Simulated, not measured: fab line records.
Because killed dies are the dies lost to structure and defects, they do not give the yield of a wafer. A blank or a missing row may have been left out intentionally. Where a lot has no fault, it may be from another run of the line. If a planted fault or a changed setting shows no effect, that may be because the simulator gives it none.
Split-lot experiment + flow n5Finfet + 39 wafers read from 7 lots, route of 1938 steps

ON THE SPLIT
At N5_PASSIVATION_PECVD_53 (deposits SiO2 from TEOS/O2, target thk 800 nm, time 169.4 s), the setting timeS was moved away from the recipe's 169.4 s on 15 of the 39 wafers read, by -59.0% to +24.2%. All remaining wafers had this setting at the recipe value.

The split's own step is where the reading is taken.

THE READING
SiO2_of_PASSIVATION_PECVD_53.thkNm (the simulator's own value, which no gauge read), in nm, at N5_PASSIVATION_PECVD_53 (deposits SiO2 from TEOS/O2, target thk 800 nm, time 169.4 s). The file gives no usual value for it. Average 795.4 nm, standard deviation 17 nm, over the 24 wafers here run with the recipe.

| wafer  | tool, chamber at the split | timeS as run, s | against the recipe | SiO2_of_PASSIVATION_PECVD_53.thkNm, nm | against lot-mates on the recipe |
|--------|----------------------------|-----------------|--------------------|----------------------------------------|---------------------------------|
| L075.1 | pecvd-03, 0                | 169.4           | recipe             | 798.2                                  | -                               |
| L075.2 | pecvd-03, 1                | 96.13           | -43.3%             | 447.8                                  | -357.9                          |
| L075.3 | pecvd-03, 2                | 96.13           | -43.3%             | 462.8                                  | -342.9                          |
| L075.4 | pecvd-03, 1                | 169.4           | recipe             | 811                                    | -                               |
| L075.5 | pecvd-03, 0                | 169.4           | recipe             | 807.8                                  | -                               |
| L075.6 | pecvd-03, 2                | 96.13           | -43.3%             | 477.4                                  | -328.3                          |
| L079.1 | pecvd-04, 1                | 169.4           | recipe             | 787.6                                  | -                               |
| L079.2 | pecvd-04, 2                | 169.4           | recipe             | 777                                    | -                               |
| L079.3 | pecvd-04, 0                | 169.4           | recipe             | 754.4                                  | -                               |
| L079.4 | pecvd-04, 1                | 169.4           | recipe             | 811.2                                  | -                               |
| L079.5 | pecvd-04, 2                | 169.4           | recipe             | 774.6                                  | -                               |
| L079.6 | pecvd-04, 0                | 169.4           | recipe             | 772.6                                  | -                               |
| L081.1 | pecvd-02, 1                | 128             | -24.4%             | 593.8                                  | -193.3                          |
| L081.2 | pecvd-02, 2                | 169.4           | recipe             | 782.2                                  | -                               |
| L081.3 | pecvd-02, 0                | 169.4           | recipe             | 785                                    | -                               |
| L081.4 | pecvd-02, 2                | 169.4           | recipe             | 794                                    | -                               |
| L081.5 | pecvd-02, 0                | 128             | -24.4%             | 585                                    | -202.1                          |
| L081.6 | pecvd-02, 1                | 128             | -24.4%             | 616.4                                  | -170.7                          |
| L085.1 | pecvd-03, 0                | 169.4           | recipe             | 803.4                                  | -                               |
| L085.2 | pecvd-03, 2,0              | 69.49           | -59.0%             | 348.4                                  | -450.1                          |
| L085.5 | pecvd-03, 2,0              | 69.49           | -59.0%             | 348.4                                  | -450.1                          |
| L085.3 | pecvd-03, 1                | 169.4           | recipe             | 784                                    | -                               |
| L085.4 | pecvd-03, 1                | 169.4           | recipe             | 808.2                                  | -                               |
| L085.6 | pecvd-03, 2                | 69.49           | -59.0%             | 356                                    | -442.5                          |
| L087.1 | pecvd-04, 0                | 169.4           | recipe             | 779.4                                  | -                               |
| L087.2 | pecvd-04, 1                | 169.4           | recipe             | 799.6                                  | -                               |
| L087.3 | pecvd-04, 2                | 210.4           | +24.2%             | 994.8                                  | +194.7                          |
| L087.4 | pecvd-04, 1                | 169.4           | recipe             | 821.4                                  | -                               |
| L087.5 | pecvd-04, 0                | 210.4           | +24.2%             | 985.4                                  | +185.3                          |
| L087.6 | pecvd-04, 2                | 210.4           | +24.2%             | 1006                                   | +205.9                          |
| L090.1 | pecvd-03, 2                | 169.4           | recipe             | 801.8                                  | -                               |
| L090.2 | pecvd-03, 0                | 169.4           | recipe             | 787.8                                  | -                               |
| L090.3 | pecvd-03, 1                | 127.5           | -24.7%             | 594.2                                  | -203.5                          |
| L090.4 | pecvd-03, 2                | 127.5           | -24.7%             | 624.2                                  | -173.5                          |
| L090.5 | pecvd-03, 1                | 169.4           | recipe             | 803.4                                  | -                               |
| L090.6 | pecvd-03, 0                | 127.5           | -24.7%             | 603.4                                  | -194.3                          |
| L089.1 | pecvd-03, 2                | 169.4           | recipe             | 815.2                                  | -                               |
| L089.2 | pecvd-03, 0                | 169.4           | recipe             | 795.4                                  | -                               |
| L089.6 | pecvd-03, 2                | 169.4           | recipe             | 833.4                                  | -                               |
When a row names more than one chamber, that row covers several wafers, and the file does not tell which wafer ran in which chamber.

THE FIT
A straight line over all 39 wafers: SiO2_of_PASSIVATION_PECVD_53.thkNm changes by +7.71 nm for each +1% of timeS; r = +1.00; the points scatter about the line by 16 nm.
The same after taking each lot's own level away (the mean of its wafers on the recipe; 39 wafers): +7.75 nm for each +1%; r = +1.00; scatter 13 nm.
The reading moves by 4.6e+02 nm for the largest change in timeS, on that fit.
The lots' own levels span 779.57 to 814.67 nm, that is 2.0 times the standard deviation above.
The two slopes agree, so the slope changes little with the lot-to-lot level.
Check: -458 nm against its lot-mates is what the line predicts for one of the wafers moved furthest among these (-59.0%) when that wafer is left out of the fit. It came out at -450 nm against them.

FURTHER SPLITS ON THESE WAFERS
Other splits were also applied to these wafers ahead of the reading. Each is held against what the fit with the lots' levels taken away leaves over:
| other split on the same wafers       | wafers away from the commonest value | r with SiO2_of_PASSIVATION_PECVD_53.thkNm (lot level and that fit taken away) |
|--------------------------------------|--------------------------------------|-------------------------------------------------------------------------------|
| N5_BEOL_M9_ETCH_62 timeS             | 15                                   | +0.32                                                                         |
| N5_BEOL_M11_ETCH_41 timeS            | 9                                    | +0.01                                                                         |
| N5_MIM_BOT_ETCH_ETCH_00 targetDepthA | 12                                   | -0.02                                                                         |

THE FILE'S OWN FIT
SiO2_of_PASSIVATION_PECVD_53.thkNm changes by +7.74 nm for each +1% of timeS, r = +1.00.
